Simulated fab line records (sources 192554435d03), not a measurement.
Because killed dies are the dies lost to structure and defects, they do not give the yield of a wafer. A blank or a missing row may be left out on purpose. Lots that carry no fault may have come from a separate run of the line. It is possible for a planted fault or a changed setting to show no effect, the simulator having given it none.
Which tool did it? | flow n5-finfet | Sampling: 10 lots, 29 wafers, 5 of 1938 route steps

## WHAT THE GAUGES SHOWED, per wafer
N5_BEOL_M4_RC_MEAS_101. Usual: DIBL_N 36.4 mV/V, standard deviation 1.4; DIBL_P 36.4 mV/V, standard deviation 1.5; IOFF_N 0.156 nA/um, standard deviation 0.022; IOFF_P 0.210 nA/um, standard deviation 0.023; ION_N 675 uA/um, standard deviation 9.1; ION_P 463 uA/um, standard deviation 5.7; SS_N 71.6 mV/dec, standard deviation 0.45; SS_P 73.3 mV/dec, standard deviation 0.56; VT_N 250 mV, standard deviation 3.1; VT_P -250.3 mV, standard deviation 2.3.
lot  | measured     | on        | DIBL_N (mV/V)  | DIBL_P (mV/V)  | IOFF_N (nA/um)    | IOFF_P (nA/um)    | ION_N (uA/um) | ION_P (uA/um) | SS_N (mV/dec)  | SS_P (mV/dec)  | VT_N (mV)   | VT_P (mV)            | flag
L898 | day 9 06:28  | prober-01 | 35.5 38.7 37.8 | 32.1 36.9 35.6 | 0.117 0.175 0.158 | 0.181 0.263 0.238 | 667 674 680   | 459 463 465   | 71.3 72.3 72.1 | 73.0 73.6 74.2 | 259 249 251 | -252.0 -247.5 -249.4 |
L901 | day 9 12:20  | prober-01 | 36.2 36.3 35.1 | 35.6 34.6 34.0 | 0.170 0.162 0.144 | 0.205 0.180 0.169 | 681 673 677   | 461 455 454   | 72.0 71.7 71.5 | 73.3 73.7 73.6 | 244 249 250 | -249.8 -252.2 -253.3 |
L905 | day 10 18:41 | prober-02 | 37.6 37.8      | 37.7 37.5      | 0.155 0.163       | 0.200 0.206       | 667 670       | 455 464       | 71.7 71.4      | 73.8 73.9      | 253 249     | -252.8 -251.3        |
L906 | day 11 01:58 | prober-01 | 36.7 38.2 35.7 | 39.1 40.0 37.9 | 0.176 0.215 0.169 | 0.239 0.259 0.216 | 683 691 676   | 470 466 460   | 72.3 71.8 71.2 | 74.5 73.4 73.3 | 245 243 245 | -248.6 -246.6 -248.6 |
L908 | day 11 17:06 | prober-02 | 37.6 38.0 37.2 | 37.8 38.8 37.7 | 0.163 0.179 0.159 | 0.190 0.210 0.185 | 677 678 670   | 453 461 452   | 72.0 72.1 71.9 | 73.5 73.9 73.5 | 249 250 249 | -252.8 -250.8 -255.0 |
L913 | day 12 16:17 | prober-01 | 36.2 37.6 37.3 | 33.8 36.6 36.0 | 0.155 0.175 0.173 | 0.191 0.228 0.223 | 677 684 687   | 456 468 465   | 71.6 71.5 71.4 | 72.4 73.7 73.1 | 248 249 248 | -249.8 -247.9 -247.1 |
L914 | day 13 01:37 | prober-01 | 37.7 37.9 38.8 | 38.4 38.2 40.0 | 0.171 0.176 0.190 | 0.213 0.225 0.240 | 681 681 691   | 467 465 463   | 71.7 72.3 71.6 | 73.4 73.7 73.7 | 250 249 249 | -251.3 -249.6 -248.2 |
L916 | day 13 18:05 | prober-02 | 39.0 37.2 37.0 | 37.6 35.8 35.3 | 0.191 0.156 0.150 | 0.251 0.227 0.210 | 683 678 674   | 470 469 462   | 72.0 71.0 71.3 | 73.5 73.2 73.4 | 250 251 253 | -247.7 -247.3 -249.9 |
L919 | day 14 05:38 | prober-01 | 37.2 38.5 36.9 | 37.8 37.8 36.5 | 0.178 0.199 0.160 | 0.224 0.230 0.202 | 680 683 681   | 465 464 466   | 71.8 72.1 71.9 | 73.4 73.7 73.5 | 246 247 248 | -249.6 -250.2 -252.1 |
L921 | day 15 06:20 | prober-02 | 37.0 35.1 36.8 | 38.0 36.5 38.2 | 0.164 0.139 0.174 | 0.233 0.205 0.235 | 669 669 676   | 468 465 467   | 71.6 71.4 71.8 | 73.6 72.4 72.8 | 250 252 249 | -249.7 -248.6 -249.1 |

## WHAT TOOL EACH LOT RAN ON (gives the tool, then ch and the chambers of the sampled wafers, and finally the start)
lot  | N5_HKMG_FIN_STRIP_89              | N5_HKMG_FIN_ALD_21                  | N5_HKMG_FIN_CMP_94            | N5_GATE_CUT_ETCHBACK_30
L898 | rie-diel-02 ch 0,1,2, day 4 01:47 | ald-metal-02 ch 0,1,2, day 4 03:35  | cmp-01 ch 0,3, day 4 04:36    | rie-metal-02 ch 0,1, day 4 05:04
L901 | rie-diel-02 ch 1,2, day 4 21:49   | ald-metal-02 ch 0,2,3, day 4 23:37  | cmp-01 ch 1,3, day 5 00:39    | rie-metal-01 ch 0,1, day 5 01:05
L905 | rie-diel-03 ch 1, day 5 22:23     | ald-metal-02 ch 0,3, day 6 00:16    | cmp-01 ch 0,2, day 6 01:20    | rie-metal-02 ch 0, day 6 01:46
L906 | rie-diel-05 ch 0,2,3, day 6 04:25 | ald-metal-02 ch 0,1,2, day 6 06:19  | cmp-01 ch 0,1,2, day 6 07:52  | rie-metal-03 ch 0,1, day 6 08:20
L908 | rie-diel-02 ch 1,2, day 6 14:17   | ald-metal-02 ch 1,2,3, day 6 16:02  | cmp-04 ch 0,2,3, day 6 17:03  | rie-metal-01 ch 0,1, day 6 17:32
L913 | rie-diel-05 ch 0,2,3, day 7 23:19 | ald-metal-03 ch 1,2,3, day 8 01:17  | cmp-04 ch 0,1,3, day 8 02:19  | rie-metal-01 ch 0,1, day 8 02:48
L914 | rie-diel-03 ch 0,2, day 8 05:43   | ald-metal-03 ch 0,1, day 8 07:30    | cmp-04 ch 0,1,3, day 8 08:31  | rie-metal-02 ch 1, day 8 09:00
L916 | rie-diel-03 ch 0,3, day 8 16:17   | ald-metal-03 ch 1,2, day 8 18:03    | cmp-04 ch 0,2,3, day 8 19:07  | rie-metal-02 ch 0,1, day 8 19:32
L919 | rie-diel-05 ch 0,1, day 9 12:39   | ald-metal-03 ch 0,2,3, day 9 14:24  | cmp-03 ch 2,3, day 9 15:28    | rie-metal-02 ch 0,1, day 9 15:55
L921 | rie-diel-03 ch 0,1, day 9 22:11   | ald-metal-03 ch 0,2,3, day 10 00:01 | cmp-04 ch 0,1,2, day 10 01:02 | rie-metal-03 ch 0,1, day 10 01:30
- N5_HKMG_FIN_STRIP_89: strips SOC in N2/H2, time 20 s.
- N5_HKMG_FIN_ALD_21: deposits TiN, target thk 1.5 nm, pulse time 1 s, purge time 3 s.
- N5_HKMG_FIN_CMP_94: polishes, stops on SiNx, t overpolish 4.7 s, target thk 43.299 nm.
- N5_GATE_CUT_ETCHBACK_30: etches TiN in Cl2/Ar, target depth 3 nm.

## WHAT THE TOOLS THEMSELVES READ (means of the sampled wafers that have a number; where no wafer has one, the mark that the record gives instead)
N5_HKMG_FIN_STRIP_89. Usual: drypump-motor-current-A 5.9 A, standard deviation 0.54; oes-product-au 0.78 a.u., standard deviation 0.08; rf-vpp-V 54.3 V, standard deviation 0.82; showerhead-plenum-p-Torr 3.43 Torr, standard deviation 0.1; throttle-valve-pct 19.0 %, standard deviation 0.36.
lot  | tool        | drypump-motor-current-A (A) | oes-product-au (a.u.) | rf-vpp-V (V) | showerhead-plenum-p-Torr (Torr) | throttle-valve-pct (%) | flag
L898 | rie-diel-02 | 5.8                         | 0.81                  | 53.9         | 3.33                            | 19.0                   |
L901 | rie-diel-02 | 5.7                         | 0.78                  | 54.3         | 3.23                            | 19.1                   |
L905 | rie-diel-03 | 6.7                         | 0.76                  | 54.0         | 3.50                            | 18.4                   |
L906 | rie-diel-05 | 6.0                         | 0.74                  | 54.8         | 3.49                            | 19.0                   |
L908 | rie-diel-02 | 5.4                         | 0.84                  | 53.6         | 3.27                            | 19.2                   |
L913 | rie-diel-05 | 6.0                         | 0.73                  | 54.8         | 3.48                            | 19.0                   |
L914 | rie-diel-03 | 6.0                         | 0.90                  | 54.6         | 3.52                            | 19.2                   |
L916 | rie-diel-03 | 6.3                         | 0.88                  | 54.1         | 3.40                            | 18.8                   |
L919 | rie-diel-05 | 5.4                         | 0.78                  | 54.7         | 3.43                            | 19.1                   |
L921 | rie-diel-03 | 6.5                         | 0.85                  | 54.4         | 3.45                            | 18.6                   |

N5_HKMG_FIN_ALD_21. Usual: heater-power-w 939 W, standard deviation 180; precursor-pulse-height-rel 1.000, standard deviation 0.019; susceptor-temp-C 400.00 C, standard deviation 0.22.
lot  | tool         | heater-power-w (W) | precursor-pulse-height-rel | susceptor-temp-C (C) | flag
L898 | ald-metal-02 | 984                | 1.020                      | 400.20               |
L901 | ald-metal-02 | 922                | 1.007                      | 399.96               |
L905 | ald-metal-02 | 736                | 1.017                      | 400.10               |
L906 | ald-metal-02 | 981                | 0.994                      | 400.00               |
L908 | ald-metal-02 | 955                | 0.994                      | 400.01               |
L913 | ald-metal-03 | 990                | 1.016                      | 400.12               |
L914 | ald-metal-03 | 1016               | 1.007                      | 400.18               |
L916 | ald-metal-03 | 1067               | 1.031                      | 400.13               |
L919 | ald-metal-03 | 934                | 0.981                      | 399.86               |
L921 | ald-metal-03 | 952                | 0.995                      | 399.88               |

N5_HKMG_FIN_CMP_94. Usual: motor-current-A 12.3 A, standard deviation 1.1; platen-rpm 50.29 rpm, standard deviation 0.037.
lot  | tool   | motor-current-A (A) | platen-rpm (rpm) | flag
L898 | cmp-01 | 12.8                | 50.29            |
L901 | cmp-01 | 13.0                | 50.29            |
L905 | cmp-01 | 11.7                | 51.34            | OFF
L906 | cmp-01 | 12.3                | 50.95            | OFF
L908 | cmp-04 | 12.0                | 50.29            |
L913 | cmp-04 | 12.8                | 50.29            |
L914 | cmp-04 | 12.7                | 50.31            |
L916 | cmp-04 | 11.9                | 50.29            |
L919 | cmp-03 | 12.1                | 50.28            |
L921 | cmp-04 | 11.9                | 50.29            |

N5_GATE_CUT_ETCHBACK_30. Usual: drypump-motor-current-A 5.5 A, standard deviation 0.35; oes-product-au 0.71 a.u., standard deviation 0.11; throttle-valve-pct 20.83 %, standard deviation 0.19.
lot  | tool         | drypump-motor-current-A (A) | oes-product-au (a.u.) | throttle-valve-pct (%) | flag
L898 | rie-metal-02 | 5.5                         | 0.65                  | 20.74                  |
L901 | rie-metal-01 | 5.8                         | 0.69                  | 20.91                  |
L905 | rie-metal-02 | 5.3                         | 0.65                  | 20.69                  |
L906 | rie-metal-03 | 5.3                         | 0.82                  | 20.73                  |
L908 | rie-metal-01 | 5.4                         | 0.68                  | 21.01                  |
L913 | rie-metal-01 | 5.8                         | 0.67                  | 20.92                  |
L914 | rie-metal-02 | 5.8                         | 0.63                  | 20.88                  |
L916 | rie-metal-02 | 5.5                         | 0.64                  | 20.76                  |
L919 | rie-metal-02 | 5.5                         | 0.63                  | 20.77                  |
L921 | rie-metal-03 | 5.3                         | 0.89                  | 20.67                  |

## THE ANSWER, worked out from the rows above alone
Rule: lot off if the mean of its wafers having a number is beyond 3 standard deviations from the usual mean. Also off: a lot with no number at a reading for which 4 or more lots have one. Where the step has rows for the other lots, those lots are counted as sound. The gauges are gone through in route order, then the tools' own readings, and for those a lot's mean is taken as printed above. The first step at which some lot is off is used, and at that step the reading that is off furthest; a lot without a number counts as furthest.
Off at N5_HKMG_FIN_CMP_94 (platen-rpm): L905, L906.
If a tool, at that step or one of the process steps before it, ran each lot that is off and ran no sound lot following the first of them, it fits. One fits: cmp-01 at N5_HKMG_FIN_CMP_94. A fault onset in the window from L901 (day 5 00:39, its last sound lot) to L905 (day 6 01:20, its first lot off) fits.
On the lots that are off, the tool's own readings at N5_HKMG_FIN_CMP_94 differ by more than 5 times the standard deviation of the sound lots' means, which bears it out; platen-rpm reads 51.15 rpm there versus 50.29 rpm on the sound lots.

## WHAT WAS PUT IN BY THE SIMULATOR
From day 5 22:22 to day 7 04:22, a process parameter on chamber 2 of cmp-01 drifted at N5_HKMG_FIN_CMP_94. The setting platen-rpm was moved by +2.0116, starting from 50.289. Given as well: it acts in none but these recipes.
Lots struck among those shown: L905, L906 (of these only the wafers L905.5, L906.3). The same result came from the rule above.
